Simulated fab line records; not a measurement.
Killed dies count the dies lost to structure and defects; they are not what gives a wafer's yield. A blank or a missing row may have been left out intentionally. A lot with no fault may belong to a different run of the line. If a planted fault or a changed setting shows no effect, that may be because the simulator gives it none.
fab line records	flow n5Finfet
record lots=7	wafers=39
route steps=1938 shown BEOL_M2@890 BEOL_M7@1329
startH: hours from the record's first day to the start of the lot's first wafer shown	waitH: hours from the lot's prior step to this one	" the same as in the row above	L1.1+2: one row covering several wafers at once	- no value, or no start given	* or withheld: withheld	< > ~ a bound
route shown NAME@n: names a module that has steps shown in the file, with the first one's number in the route	usual: mean/standard deviation of fault-free wafers	same: alike in all rows	chamber/n: place in a boat	sites: per-site readings	_std_site: the values' standard deviation	_edge_site: the outer-site mean with the inner-site mean subtracted	radiusMm: how far each site lies from the wafer's centre	mask NAME#n: copy n	behind: the most recent tool/chamber to have shaped the wafer	hold: cause of the lot's hold/its duration in hours/its outcome	device: names the non-switching transistor (n, p or np)	end of line: the tests these same wafers got at the end of their route	for a step that has no rows: nothing shown but its recipe	killed: not the wafer's yield, but the dies lost to structure and defects at the first sort	map: dies across one wafer; x = killed, . = not, _ = none there
set.NAME: the setting the step ran with; set.NAME@STEP: the setting that earlier step ran with	model.NAME: the simulator's own value behind a step, which no gauge read
lots with deliberately changed settings; one table per step, one row per wafer
## steps
# step N5_BEOL_M2_TRENCH_ETCH_37
# recipe chemistry=C4F6/O2	targetDepthA=555.55	target=SiOC	timeS=29.2	ionEnergyEv=250	pressureMtorr=30	sourceW=355	biasW=185	Ar_flow_sccm=300	C4F6_flow_sccm=10	O2_flow_sccm=10
lot.wafer	tool	chamber	startH	waitH	set.timeS	model.etch.depthNm	model.BEOL_M2.featureDepthNm	model.TiN_of_BEOL_M2_HM_DEP_02.thkNm
L074.1	rieDiel-06	3	-	-	22.71	43.23	43.2	17.8
L074.2	"	1	"	"	22.71	43.06	43	17.8
L074.3	"	2	"	"	29.2	53.21	53.2	17.6
L074.4	"	0	"	"	29.2	54.68	54.6	17.2
L074.5	"	0	"	"	22.71	42.29	42.2	17.8
L074.6	"	1	"	"	29.2	55.23	55.2	17.2
L082.3	rieDiel-06	3	-	-	29.2	55.22	55.2	18
L082.4	"	1	"	"	29.2	55.42	55.4	17.4
L082.5	"	0	"	"	29.2	54.47	54.4	17.8
L084.1	rieDiel-05	3	-	-	29.2	57.86	57.8	17
L084.2	"	0	"	"	29.2	55.97	56	17.6
L084.3	"	2	"	"	16.05	30.82	30.8	18.2
L084.4	"	1	"	"	16.05	30.51	30.6	18.4
L084.5	"	3	"	"	29.2	58.15	58.2	17
L084.6	"	0	"	"	16.05	30.89	30.8	18.4
L090.1	rieDiel-03	1	-	-	29.2	56.97	57	17.4
L090.2	"	0	"	"	29.2	56.59	56.6	17.8
L090.3	"	3	"	"	29.2	56.32	56.4	17.4
L090.4	"	2	"	"	29.2	56.63	56.6	17.6
L090.5	"	2	"	"	29.2	56.78	56.8	17.6
L090.6	"	3	"	"	29.2	56.12	56.2	17.8
L092.1	rieDiel-03	0	-	-	29.2	56.32	56.4	17.6
L092.2	"	2	"	"	29.2	56.08	56	17.6
L092.3	"	1	"	"	39.18	76.4	76.4	16.6
L092.4	"	3	"	"	39.18	75.35	75.4	17
L092.5	"	0	"	"	29.2	55.65	55.6	17.4
L092.6	"	3	"	"	39.18	75.34	75.4	17
L096.1	rieDiel-06	2	-	-	29.2	54.32	54.4	17.8
L096.2	"	1	"	"	29.2	55.48	55.4	17.8
L096.3	"	3	"	"	44.06	81.63	81.6	16.6
L096.4	"	0	"	"	44.06	82.77	82.8	16.2
L096.5	"	0	"	"	44.06	82.9	82.8	16.4
L096.6	"	3	"	"	29.2	54.35	54.4	17.8
L097.1	rieDiel-03	2	-	-	35.77	68.97	69	17.2
L097.2	"	3	"	"	29.2	55.78	55.8	17.6
L097.3	"	0	"	"	35.77	69.6	69.6	17
L097.4	"	1	"	"	29.2	56.83	56.8	17.8
L097.5	"	3	"	"	35.77	68.75	68.8	17
L097.6	"	0	"	"	29.2	56.87	56.8	17.8
# step N5_BEOL_M2_ETCH_41
# recipe chemistry=CH3F/O2	target=SiCN	targetDepthA=299	taperDeg=2	timeS=52.5	ionEnergyEv=120	maskMaterial=TiN	pressureMtorr=30	sourceW=395	biasW=75	Ar_flow_sccm=150	CH3F_flow_sccm=30	O2_flow_sccm=20
# step N5_BEOL_M2_STRIP_97
# recipe chemistry=N2/H2	timeS=10	powerW=450	tempC=40	pressureMtorr=20	rfFrequencyHz=6e+07	biasPowerW=7	n2FlowSccm=200	h2FlowSccm=200
# step N5_BEOL_M2_OCD_MEAS_38
# usual trenchDepthNm=55.7/1.2
lot.wafer	tool	chamber	startH	waitH	set.timeS@BEOL_M2_TRENCH_ETCH_37	trenchDepthNm
L074.1	ocd-01	-	136.74	-	22.71	43.6
L074.2	"	-	"	"	22.71	43.3
L074.3	"	-	"	"	29.2	52.8
L074.4	"	-	"	"	29.2	54.4
L074.5	"	-	"	"	22.71	42.5
L074.6	"	-	"	"	29.2	55.4
L082.3	ocd-02	-	182.26	-	29.2	55.3
L082.4	"	-	"	"	29.2	54.9
L082.5	"	-	"	"	29.2	54.3
L084.1	ocd-02	-	189.32	-	29.2	58.3
L084.2	"	-	"	"	29.2	56.4
L084.3	"	-	"	"	16.05	31.0
L084.4	"	-	"	"	16.05	30.2
L084.5	"	-	"	"	29.2	58.5
L084.6	"	-	"	"	16.05	30.9
L090.1	ocd-01	-	233.03	-	29.2	57.4
L090.2	"	-	"	"	29.2	56.5
L090.3	"	-	"	"	29.2	56.6
L090.4	"	-	"	"	29.2	57.2
L090.5	"	-	"	"	29.2	56.9
L090.6	"	-	"	"	29.2	56.0
L092.1	ocd-02	-	247.37	-	29.2	56.1
L092.2	"	-	"	"	29.2	56.0
L092.3	"	-	"	"	39.18	76.8
L092.4	"	-	"	"	39.18	75.9
L092.5	"	-	"	"	29.2	55.5
L092.6	"	-	"	"	39.18	75.6
L096.1	ocd-01	-	263.37	-	29.2	54.3
L096.2	"	-	"	"	29.2	55.5
L096.3	"	-	"	"	44.06	81.8
L096.4	"	-	"	"	44.06	82.7
L096.5	"	-	"	"	44.06	83.1
L096.6	"	-	"	"	29.2	54.7
L097.1	ocd-01	-	277.69	-	35.77	68.8
L097.2	"	-	"	"	29.2	55.9
L097.3	"	-	"	"	35.77	69.5
L097.4	"	-	"	"	29.2	56.8
L097.5	"	-	"	"	35.77	68.7
L097.6	"	-	"	"	29.2	56.8
# step N5_BEOL_M2_HM_STRIP_39
# recipe chemistry=peroxideTinStrip	material=TiN	targetDepthA=250	tempC=50	timeS=158
# step N5_BEOL_M2_SRD_40
# recipe timeS=30	tempC=23	rinseLiquid=diw	dry=ipaMarangoni
# step N5_BEOL_M2_ECD_50
# recipe material=Cu	targetThkA=3000
# step N5_BEOL_M2_ANNEAL_51
# recipe tempC=225	timeS=90	ambient=N2
# step N5_BEOL_M2_CMP_52
# recipe stopOn=SiOC	tOverpolishS=6.8	downForcePsi=1	platenRpm=50	clearingPlatenDownForcePsi=1.5	clearingPlatenRpm=50	postCmpClean=cuAlkaline	targetThkNm=40	clearingPlatenPadVelocityMS=0.99484	padVelocityMS=0.99484
lot.wafer	tool	chamber	startH	waitH	set.timeS@BEOL_M2_TRENCH_ETCH_37	model.Cu_of_BEOL_M2_ECD_50.thkNm
L074.2	cmp-04	2	139.96	0.2	22.71	27.2
L074.1	"	3	"	"	22.71	27
L074.4	"	0	"	"	29.2	39.6
L074.3	"	1	"	"	29.2	37.4
L074.6	"	2	"	"	29.2	38.8
L074.5	"	3	"	"	22.71	27.4
L082.4	cmp-01	3	186.30	0.1	29.2	39.8
L082.3	"	2	"	"	29.2	38.4
L082.5	"	3	"	"	29.2	39.6
L084.3	cmp-03	2	193.17	0.2	16.05	16.4
L084.2	"	3	"	"	29.2	39.4
L084.4	"	0	"	"	16.05	16
L084.1	"	1	"	"	29.2	44.6
L084.6	"	2	"	"	16.05	16.2
L084.5	"	3	"	"	29.2	41.6
L090.3+4+5	cmp-01	3,2,0	237.75	0.2	29.2	41.6
L090.1	"	0	"	"	29.2	41.4
L090.2	"	1	"	"	29.2	41.8
L090.6	"	3	"	"	29.2	40.6
L092.1	cmp-04	1	250.67	0.3	29.2	41.6
L092.4	"	2	"	"	39.18	61.2
L092.3	"	3	"	"	39.18	61.4
L092.2	"	0	"	"	29.2	41.4
L092.6	"	1	"	"	39.18	60.6
L092.5	"	2	"	"	29.2	40.8
L096.1	cmp-03	3	270.18	0.3	29.2	37.4
L096.3	"	0	"	"	44.06	67.2
L096.2	"	1	"	"	29.2	43.2
L096.4	"	2	"	"	44.06	67.4
L096.5	"	3	"	"	44.06	65.6
L096.6	"	0	"	"	29.2	40.4
L097.1	cmp-01	0	281.22	0.3	35.77	51.2
L097.3	"	1	"	"	35.77	53.2
L097.4+2	"	2,3	"	"	29.2	39
L097.6	"	0	"	"	29.2	40
L097.5	"	1	"	"	35.77	51.6
# step N5_BEOL_M2_THK_MEAS_53
# recipe thkMeasGauge=xrf	reads=Cu_of_BEOL_M2_ECD_50
# usual M2_THK=39.8/1.5
lot.wafer	tool	chamber	startH	waitH	set.timeS@BEOL_M2_TRENCH_ETCH_37	M2_THK[nm]
L074.1	filmMetro-02	-	140.26	-	22.71	26.9
L074.2	"	-	"	"	22.71	27.0
L074.3	"	-	"	"	29.2	36.9
L074.4	"	-	"	"	29.2	39.3
L074.5	"	-	"	"	22.71	27.0
L074.6	"	-	"	"	29.2	38.4
L082.3	filmMetro-01	-	186.59	-	29.2	38.4
L082.4	"	-	"	"	29.2	39.6
L082.5	"	-	"	"	29.2	39.6
L084.1	filmMetro-02	-	193.46	-	29.2	44.0
L084.2	"	-	"	"	29.2	38.9
L084.3	"	-	"	"	16.05	16.2
L084.4	"	-	"	"	16.05	15.7
L084.5	"	-	"	"	29.2	41.0
L084.6	"	-	"	"	16.05	16.1
L090.1	filmMetro-01	-	238.04	-	29.2	41.3
L090.2	"	-	"	"	29.2	41.7
L090.3	"	-	"	"	29.2	41.4
L090.4	"	-	"	"	29.2	41.7
L090.5	"	-	"	"	29.2	41.6
L090.6	"	-	"	"	29.2	40.7
L092.1	filmMetro-01	-	250.96	-	29.2	40.9
L092.2	"	-	"	"	29.2	40.7
L092.3	"	-	"	"	39.18	60.2
L092.4	"	-	"	"	39.18	60.0
L092.5	"	-	"	"	29.2	40.2
L092.6	"	-	"	"	39.18	59.4
L096.1	filmMetro-01	-	270.47	-	29.2	37.2
L096.2	"	-	"	"	29.2	43.1
L096.3	"	-	"	"	44.06	66.9
L096.4	"	-	"	"	44.06	67.4
L096.5	"	-	"	"	44.06	65.8
L096.6	"	-	"	"	29.2	40.5
L097.1	filmMetro-02	-	281.51	-	35.77	50.8
L097.2	"	-	"	"	29.2	38.4
L097.3	"	-	"	"	35.77	52.7
L097.4	"	-	"	"	29.2	38.8
L097.5	"	-	"	"	35.77	51.4
L097.6	"	-	"	"	29.2	39.5
# step N5_BEOL_M2_PRE_CLEAN_60
# recipe gas=NH3/H2	timeS=15	tempC=*	rfPowerW=300
# step N5_BEOL_M2_CO_CAP_55
# recipe material=Co	targetThkA=20	tempC=200	precursor=CCTBA/H2	pressureTorr=30	timeS=102.1
# step N5_BEOL_M2_PRE_CLEAN_56
# recipe gas=NH3	timeS=15	tempC=withheld	rfPowerW=300
# step N5_BEOL_M2_DEP_57
# recipe material=SiCN	targetThkA=80	tempC=withheld	precursor=3MS/NH3	pressureTorr=3	rfW=202	timeS=14
# step N5_BEOL_M2_RS_MEAS_58
# recipe thkMeasGauge=four-point-probe	reads=Co_of_BEOL_M2_CO_CAP_55+Cu_of_BEOL_M2_ECD_50+Co_of_BEOL_M2_CVD_47+TaN_of_BEOL_M2_ALD_84
# usual M2_RS=0.67/0.032
lot.wafer	tool	chamber	startH	waitH	set.timeS@BEOL_M2_TRENCH_ETCH_37	M2_RS[ohm/sq]
L074.1	filmMetro-01	-	140.52	0.0	22.71	1.12
L074.2	"	-	"	"	22.71	1.10
L074.3	"	-	"	"	29.2	0.73
L074.4	"	-	"	"	29.2	0.68
L074.5	"	-	"	"	22.71	1.10
L074.6	"	-	"	"	29.2	0.69
L082.3	filmMetro-01	-	186.92	0.1	29.2	0.70
L082.4	"	-	"	"	29.2	0.67
L082.5	"	-	"	"	29.2	0.68
L084.1	filmMetro-02	-	193.72	0.0	29.2	0.58
L084.2	"	-	"	"	29.2	0.68
L084.3	"	-	"	"	16.05	2.25
L084.4	"	-	"	"	16.05	2.29
L084.5	"	-	"	"	29.2	0.63
L084.6	"	-	"	"	16.05	2.27
L090.1	filmMetro-01	-	238.30	0.0	29.2	0.64
L090.2	"	-	"	"	29.2	0.63
L090.3	"	-	"	"	29.2	0.64
L090.4	"	-	"	"	29.2	0.64
L090.5	"	-	"	"	29.2	0.64
L090.6	"	-	"	"	29.2	0.66
L092.1	filmMetro-01	-	251.22	0.0	29.2	0.64
L092.2	"	-	"	"	29.2	0.64
L092.3	"	-	"	"	39.18	0.39
L092.4	"	-	"	"	39.18	0.39
L092.5	"	-	"	"	29.2	0.65
L092.6	"	-	"	"	39.18	0.40
L096.1	filmMetro-01	-	270.73	0.0	29.2	0.73
L096.2	"	-	"	"	29.2	0.61
L096.3	"	-	"	"	44.06	0.35
L096.4	"	-	"	"	44.06	0.35
L096.5	"	-	"	"	44.06	0.36
L096.6	"	-	"	"	29.2	0.66
L097.1	filmMetro-01	-	281.78	0.0	35.77	0.49
L097.2	"	-	"	"	29.2	0.69
L097.3	"	-	"	"	35.77	0.47
L097.4	"	-	"	"	29.2	0.69
L097.5	"	-	"	"	35.77	0.48
L097.6	"	-	"	"	29.2	0.67
# step N5_BEOL_M7_DEP_56
# recipe material=SiCN	targetThkA=100	tempC=withheld	precursor=3MS/NH3	pressureTorr=3	rfW=202	timeS=17.5
lot.wafer	tool	chamber	startH	waitH	set.timeS	model.SiCN_of_BEOL_M7_DEP_56.thkNm
L074.1	pecvd-01	1	187.59	0.0	17.5	10.2
L074.2	"	2	"	"	27.27	15.2
L074.3+6	"	0	"	"	17.5	10
L074.4	"	2	"	"	27.27	15.6
L074.5	"	1	"	"	27.27	15.8
L082.3	pecvd-03	1	233.93	0.0	17.5	9.8
L082.4+5	"	2,1	"	"	17.5	10
L084.1+3+6	pecvd-01	1,1,0	247.84	0.0	17.5	10.2
L084.2	"	0	"	"	25.63	14.2
L084.4	"	0	"	"	25.63	14.6
L084.5	"	1	"	"	25.63	14.8
L092.1+3	pecvd-03	0,2	296.29	0.0	17.5	9.8
L092.2+4+5+6	"	1,2,0,1	"	"	17.5	10
L090.1+3	pecvd-02	2,0	296.95	0.0	17.5	10
L090.2+4+6	"	1,1,0	"	"	10.32	6
L090.5	"	2	"	"	17.5	9.8
L097.1+3+4	pecvd-02	1,0,2	336.99	0.0	11.25	6.4
L097.2+6	"	2,1	"	"	17.5	10
L097.5	"	0	"	"	17.5	10.2
L096.1	pecvd-01	0	337.53	0.0	7.475	4.2
L096.2+5	"	2,0	"	"	7.475	4.4
L096.3	"	1	"	"	17.5	10
L096.4	"	2	"	"	17.5	9.8
L096.6	"	1	"	"	17.5	10.2
## key
split step=N5_BEOL_M2_TRENCH_ETCH_37	setting=timeS	stated=29.2	by=wafer
response step=N5_BEOL_M2_TRENCH_ETCH_37	reading=model.etch.depthNm	change=+0.563	per=1%	r=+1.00
response step=N5_BEOL_M2_TRENCH_ETCH_37	reading=model.BEOL_M2.featureDepthNm	change=+0.563	per=1%	r=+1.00
response step=N5_BEOL_M2_TRENCH_ETCH_37	reading=model.TiN_of_BEOL_M2_HM_DEP_02.thkNm	change=-0.0251	per=1%	r=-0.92
response step=N5_BEOL_M2_OCD_MEAS_38	reading=trenchDepthNm	change=+0.566	per=1%	r=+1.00
response step=N5_BEOL_M2_CMP_52	reading=model.Cu_of_BEOL_M2_ECD_50.thkNm	change=+0.547	per=1%	r=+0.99
response step=N5_BEOL_M2_THK_MEAS_53	reading=M2_THK	change=+0.542	per=1%	r=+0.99
response step=N5_BEOL_M2_RS_MEAS_58	reading=M2_RS	shape=bent	atLowest=2.27	atStated=0.66	atHighest=0.35
split step=N5_BEOL_M7_DEP_56	setting=timeS	stated=17.5	by=wafer
response step=N5_BEOL_M7_DEP_56	reading=model.SiCN_of_BEOL_M7_DEP_56.thkNm	change=+0.0976	per=1%	r=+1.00
